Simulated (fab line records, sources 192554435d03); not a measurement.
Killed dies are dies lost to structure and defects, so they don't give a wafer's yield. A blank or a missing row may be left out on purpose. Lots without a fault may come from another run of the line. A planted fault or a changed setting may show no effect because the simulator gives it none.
Which tool did it? | flow n5_finfet | 9 lots, 27 wafers sampled, at 4 steps of a route of 1938

WHAT THE GAUGES READ, wafer by wafer
N5_BEOL_M5_RS_MEAS_57: measures by four-point-probe.
lot  | measured     | on            | M5_RS (ohm/sq)
L138 | day 9 10:51  | film_metro-01 | 0.389 0.388 0.406
L141 | day 10 12:17 | film_metro-01 | 0.389 0.380 0.380
L144 | day 10 22:44 | film_metro-02 | 0.397 0.375 0.398
L143 | day 11 08:14 | film_metro-01 | 0.362 0.379 0.384
L142 | day 11 08:35 | film_metro-02 | 0.369 0.393 0.376
L149 | day 12 23:34 | film_metro-01 | 0.400 0.457 0.385
L154 | day 13 10:46 | film_metro-01 | 0.379 0.386 0.404
L155 | day 14 04:58 | film_metro-02 | 0.404 0.383 0.384
L157 | day 15 07:12 | film_metro-01 | 0.392 0.369 0.377

WHICH TOOL RAN EACH LOT (tool, then ch and the chambers of the sampled wafers, then the start)
lot  | N5_BEOL_M5_ETCH_75                 | N5_BEOL_M5_TRENCH_ETCH_37          | N5_BEOL_M5_DEGAS_44
L138 | rie_diel-05 ch 0,1, day 9 03:47    | rie_diel-05 ch 0,1, day 9 04:01    | pvd_sputter-03, day 9 04:41
L141 | rie_diel-06 ch 1,3, day 10 04:58   | rie_diel-06 ch 1,3, day 10 05:11   | pvd_sputter-02, day 10 06:16
L144 | rie_diel-05 ch 0,2,3, day 10 13:39 | rie_diel-05 ch 0,2,3, day 10 13:53 | pvd_sputter-02, day 10 16:05
L143 | rie_diel-03 ch 2,3, day 10 23:53   | rie_diel-03 ch 2,3, day 11 00:07   | pvd_sputter-03, day 11 02:04
L142 | rie_diel-05 ch 0,1,2, day 11 01:30 | rie_diel-05 ch 0,1,2, day 11 01:44 | pvd_sputter-02, day 11 02:28
L149 | rie_diel-05 ch 2,3, day 12 16:01   | rie_diel-05 ch 1,2,3, day 12 16:15 | pvd_sputter-02, day 12 17:19
L154 | rie_diel-06 ch 0,2, day 13 03:13   | rie_diel-06 ch 0,2, day 13 03:26   | pvd_sputter-01, day 13 04:31
L155 | rie_diel-03 ch 1,2,3, day 13 21:38 | rie_diel-03 ch 1,2,3, day 13 21:52 | pvd_sputter-01, day 13 22:44
L157 | rie_diel-06 ch 1,2,3, day 14 23:40 | rie_diel-06 ch 1,2,3, day 14 23:53 | pvd_sputter-02, day 15 00:46
- N5_BEOL_M5_ETCH_75: etches underlayer in N2/H2, target depth 6.5 nm, time 5.2 s.
- N5_BEOL_M5_TRENCH_ETCH_37: etches SiCOH lowk in C4F6/O2, target depth 71.652 nm, time 24.7 s.
- N5_BEOL_M5_DEGAS_44: time 60 s.

THE ANSWER, worked out from the rows above alone
Rule: what is usual is taken from the lots themselves. Put in order of their means at a reading, lots are off if they are a third of the lots or fewer, leave a main group of 4 or more, and stand apart from it by a gap of 3 or more times the standard deviation of the main group's means; of several such gaps the widest counts. A main group whose means are all the same, to the digits that the tables above print for the reading, isn't used. A lot without any number at a reading at which 4 lots or more have one is off too. The other lots that the step has rows for count as sound.
Off: L149, at N5_BEOL_M5_RS_MEAS_57 (M5_RS). The main group: mean 0.385 ohm/sq, standard deviation 0.0064.
A tool fits if, at a process step before that reading, it ran every lot that is off, and no sound lot after the first of them. The gauges at N5_BEOL_M5_RS_MEAS_57 are tried like those tools. One fits: rie_diel-05 at N5_BEOL_M5_ETCH_75 and N5_BEOL_M5_TRENCH_ETCH_37. At N5_BEOL_M5_ETCH_75 its last sound lot is L142 (day 11 01:30), its first lot that is off L149 (day 12 16:01): a fault that began between those two fits.

WHAT THE SIMULATOR HAD PUT IN
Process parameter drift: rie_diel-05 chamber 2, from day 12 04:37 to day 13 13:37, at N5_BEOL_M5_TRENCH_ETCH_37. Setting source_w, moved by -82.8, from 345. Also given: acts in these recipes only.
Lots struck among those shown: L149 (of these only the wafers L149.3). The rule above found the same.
